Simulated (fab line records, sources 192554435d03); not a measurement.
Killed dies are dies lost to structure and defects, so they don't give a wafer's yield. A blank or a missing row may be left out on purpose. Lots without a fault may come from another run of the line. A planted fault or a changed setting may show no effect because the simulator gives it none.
A struck lot beside a sound one | flow n5_finfet | 15 steps out of a route of 1938
Sound: wafers L803.2, L803.3, L803.6. Struck: wafer L796.1. (L796.3 of the same lot was not struck and is left out.) The cause comes at the end.
At each step with rows: each side's tool, then ch and its chambers, then its first start. Under that, the readings that differ: sound wafers | struck wafers | difference of the means | sigmas: that difference in standard deviations of wafers without a fault.
alike: readings whose means differ by less than 2 such deviations, and words and numbers that are the same on both sides. not compared: withheld readings, readings that some wafer has no value for, bounds like >300 that may hide the same value, and numbers for which the record gives no deviation and whose values overlap.
The two part at a step that has a row with sigmas, a row that says differs or no value, or rows on one side only. Numbers that don't overlap but have no deviation are shown without sigmas and don't part them. A reading that every wafer of one side lacks parts them only if that side has two wafers or more.

first, 8 steps without rows for these wafers: N5_BEOL_M8_COAT_64 (time 60 s, resist thk 12 nm); N5_BEOL_M8_COAT_71 (time 60 s, resist thk 5 nm); N5_BEOL_M8_COAT_22 (resist thk 30 nm); N5_BEOL_M8_EBR_24; N5_BEOL_M8_SOFTBAKE_23 (time 60 s); N5_BEOL_M8_EXPOSE_25 (exposes mask V7, target cd 40 nm); N5_BEOL_M8_PEB_26 (peb time 60 s); N5_BEOL_M8_DEVELOP_27 (develop time 30 s).
N5_BEOL_M8_CD_MEAS_28: target cd 40 nm.
  sound on cd_sem-01 ch 0, day 16 20:29; struck on cd_sem-01 ch 0, day 13 22:55
  alike: cd_nm
N5_BEOL_M8_OVL_MEAS_29:
  sound on overlay-02 ch 0, day 16 20:31; struck on overlay-01 ch 0, day 13 22:57
  alike: V7_OVL
N5_BEOL_M8_INSPECT_30: inspects for defects (brightfield).
  sound on defect_inspect-01, day 16 20:34; struck on defect_inspect-01, day 13 23:00
  alike: raw_defect_count
N5_BEOL_M8_DESCUM_33: chemistry O2, time 7 s.
  sound on rie_diel-02 ch 0,3, day 16 20:36; struck on rie_diel-02 ch 1, day 13 23:04
  alike: chamber_pressure_mTorr, drypump_motor_current_A, oes_product_au, rf_vpp_V, showerhead_plenum_p_Torr, throttle_valve_pct
  not compared: rf_hours_counter_h
N5_BEOL_M8_ETCH_72: etches underlayer in N2/H2, target depth 6.5 nm, time 5.2 s.
  sound on rie_diel-02 ch 0,3, day 16 20:38; struck on rie_diel-02 ch 1, day 13 23:06
  reading               | sound          | struck | difference | sigmas
  etch_rf_on_time_s (s) | 5.53 5.02 5.02 | 3.63   | -1.56      | -8
  oes_product_au (a.u.) | 0.64 0.70 0.70 | 0.90   | +0.22      | +3
  alike: chamber_pressure_mTorr, drypump_motor_current_A, rf_vpp_V, showerhead_plenum_p_Torr, throttle_valve_pct
  not compared: rf_hours_counter_h
N5_BEOL_M8_ETCH_65: etches SiARC in CF4, target depth 15.6 nm, time 26 s.
  sound on rie_diel-02 ch 0,3, day 16 20:39; struck on rie_diel-02 ch 1, day 13 23:07
  alike: chamber_pressure_mTorr, drypump_motor_current_A, etch_rf_on_time_s, oes_product_au, rf_vpp_V, showerhead_plenum_p_Torr, throttle_valve_pct
  not compared: rf_hours_counter_h
-- the record jumps here: 3 days lie between the struck wafers' starts before and after (it left off in module BEOL_M8 and takes up again in module PASSIVATION, whose first step shown is number 1936 of the route) --
N5_PASSIVATION_PROBE_49:
  sound on prober-02, day 19 21:50; struck on prober-02, day 16 17:03
  reading              | sound    | struck | difference | sigmas
  sort_bin_8_speed (%) | 0.59 0 0 | 0      | +0         | -4
  alike: defect_limited_yield, killed_at_M0_to_M3, killed_at_M4_up, killed_at_contacts, killed_at_front_end, killed_at_other, killed_dies, killed_open, killed_short, sort_bin_4_leakage, sort_bin_5_function, sort_bin_6_memory, sort_n_pass

WHERE THEY PART
First at N5_BEOL_M8_ETCH_72; last, within this record, at N5_PASSIVATION_PROBE_49.

WHY: what the simulator had put in
Process parameter drift: rie_diel-02, from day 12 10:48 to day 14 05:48, at N5_BEOL_M8_ETCH_72. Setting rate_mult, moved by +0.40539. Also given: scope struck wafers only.
